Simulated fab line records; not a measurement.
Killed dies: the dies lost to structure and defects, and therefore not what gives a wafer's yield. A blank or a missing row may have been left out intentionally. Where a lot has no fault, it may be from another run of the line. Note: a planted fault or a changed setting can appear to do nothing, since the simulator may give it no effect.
Code-filled problem report in 8D (eight disciplines) form / flow nandHarc / the parts of the form that need people (team, actions taken, sign-off) are left out

1. WHAT WENT WRONG
NHARC_P_M2_CMP_23, timeToEndpointS: mean 15 s on 3 wafers (1 lot); fault-free wafers 29 s, standard deviation 3.2. Relative to the usual mean, that is a shift of -4.4 standard deviations.
The step: polishes, t overpolish 20 s, target thk 144.3 nm.
First seen on wafer L608.4, day 15 03:56, on cmp-02. At this step, 39 wafers from 13 lots have a number in the record. By rule, "out" or "out of limits" means more than 4 standard deviations away from the usual mean. The rest of the wafers with a number are treated as sound.

2. WHAT IT IS, WHAT IT ISN'T
question=which readings at this step; is=timeToEndpointS; is not=motorCurrentA
question=which lots; is=L608; is not=L588, L589, L590, L592, L593, L594, L595, L596, L598, L599, L600, L601
question=which wafers of those lots; is=all that have a number; is not=-
question=read on which tools; is=cmp-02; is not=cmp-01, cmp-03
question=when; is=from day 15 03:56; is not=up to then (36 sound wafers)

3. WHAT RULES OUT EACH SUSPECT
Counting: a tool at a process step up to the reading stays a suspect if it ran every lot that is out and no sound lot after the first of them.
- pvdSputter-03 at NHARC_P_M2_DEGAS_29 (time 60 s): kept. It ran the lot that is out, L608 (day 15 02:49), and no sound lot after that; its last sound lot up to then is L599 (day 11 21:19).
- ecdCu-02 at NHARC_P_M2_ECD_22 (material Cu, target thk 400 nm): kept. It ran the lot that is out, L608 (day 15 03:19), and no sound lot after that; its last sound lot up to then is L601 (day 12 11:41).
- cmp-02 at NHARC_P_M2_CMP_23 (polishes, t overpolish 20 s, target thk 144.3 nm): kept. It ran the lot that is out, L608 (day 15 03:56), and no sound lot after that; its last sound lot up to then is L598 (day 11 03:33). Its own timeToEndpointS readings are out on those wafers.
After the count, these remain: pvdSputter-03 at NHARC_P_M2_DEGAS_29, ecdCu-02 at NHARC_P_M2_ECD_22 and cmp-02 at NHARC_P_M2_CMP_23.

4. THE CAUSE (what the simulator had put in)
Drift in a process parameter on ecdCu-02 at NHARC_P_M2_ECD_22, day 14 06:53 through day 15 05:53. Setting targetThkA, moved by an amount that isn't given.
After counting, 3 suspects remain, this tool included.

5. THE CHAIN OF EFFECTS, in route order
Rows list readings where the struck wafers' mean (over those with a number) sits beyond 3 standard deviations from the usual. Only readings for which the record gives a usual standard deviation are gone through. hours: the time from each lot's start at the first step in this table that gives one to its start at this step, as a median over the lots. sigmas: the change in usual standard deviations.
hours=0; step=NHARC_P_M2_CMP_23; reading=timeToEndpointS; usual=29 s; on struck wafers=15; change=-14; sigmas=-4.4
The process steps in it:
- NHARC_P_M2_CMP_23: polishes, t overpolish 20 s, target thk 144.3 nm.
At these later measuring or inspecting steps, every struck wafer for which the step has a row has a number for every such reading, and none has moved that far: NHARC_P_BONDPAD_THK_MEAS_33.

6. HOW IT WOULD HAVE BEEN CAUGHT EARLIER
In this record the first reading out of limits was taken at day 15 03:56, 21 hours after the fault began at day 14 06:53.
All the lots that are out (1) had begun NHARC_P_M2_ECD_22 on ecdCu-02 by day 15 03:56. A hold on the tool at that time would have spared none of them.
